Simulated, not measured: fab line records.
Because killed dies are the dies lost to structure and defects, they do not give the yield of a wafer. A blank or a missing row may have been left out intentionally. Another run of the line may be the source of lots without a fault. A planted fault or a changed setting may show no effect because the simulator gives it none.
Chamber matching || flow n5 finfet || N5_FIN_SAQP_ETCH_34 on rie diel-01 has 4 sister chambers
The step etches SiO2 in C4F6/O2, target depth 45 nm, time 15 s. 4 wafers are shown with their chamber, then 11 later ones without.

== WAFERS WITH THEIR CHAMBER ==
{"wafer": "L084.4", "chamber": 0, "drypump motor current A (A)": 4.9}
{"wafer": "L086.5", "chamber": 2, "drypump motor current A (A)": 6.4}
{"wafer": "L088.2", "chamber": 1, "drypump motor current A (A)": 5.1}
{"wafer": "L091.3", "chamber": 3, "drypump motor current A (A)": 5.3}

== WAFERS WITHOUT THEIR CHAMBER ==
{"wafer": "L091.5", "drypump motor current A (A)": 4.9}
{"wafer": "L091.6", "drypump motor current A (A)": 5.3}
{"wafer": "L095.1", "drypump motor current A (A)": 5.0}
{"wafer": "L095.4", "drypump motor current A (A)": 5.2}
{"wafer": "L095.5", "drypump motor current A (A)": 6.5}
{"wafer": "L096.1", "drypump motor current A (A)": 5.1}
{"wafer": "L096.2", "drypump motor current A (A)": 5.2}
{"wafer": "L096.5", "drypump motor current A (A)": 5.1}
{"wafer": "L097.2", "drypump motor current A (A)": 6.4}
{"wafer": "L097.3", "drypump motor current A (A)": 4.9}
{"wafer": "L097.5", "drypump motor current A (A)": 5.2}

== WHICH CHAMBER EACH WENT THROUGH ==
{"wafer": "L091.5", "from the rows above": 0, "in truth": 0}
{"wafer": "L091.6", "from the rows above": 3, "in truth": 3}
{"wafer": "L095.1", "from the rows above": "can't be placed: 0 or 1", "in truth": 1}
{"wafer": "L095.4", "from the rows above": "can't be placed: 3 or 1", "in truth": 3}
{"wafer": "L095.5", "from the rows above": 2, "in truth": 2}
{"wafer": "L096.1", "from the rows above": 1, "in truth": 1}
{"wafer": "L096.2", "from the rows above": "can't be placed: 3 or 1", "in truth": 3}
{"wafer": "L096.5", "from the rows above": 1, "in truth": 1}
{"wafer": "L097.2", "from the rows above": 2, "in truth": 2}
{"wafer": "L097.3", "from the rows above": 0, "in truth": 0}
{"wafer": "L097.5", "from the rows above": "can't be placed: 3 or 1", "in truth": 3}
Correct placement for 7 of the 11. Can't be placed from these rows: 4 (the true chamber is among the candidates in 4). 0 placed wrongly.
How it was worked out, from the rows above alone: a wafer's distance from a chamber is the root of the sum, over the readings, of the square of ((its reading less the chamber's mean) divided by the reading's scatter). If the next closest chamber is less than 2 further off than the closest, the wafer can't be placed; otherwise it belongs to the closest. For every chamber, the mean is computed from those of its wafers that are shown. The scatter (one wafer shown for each chamber): square how far every hidden wafer sits from the nearest shown wafer, average those squares and take the square root.
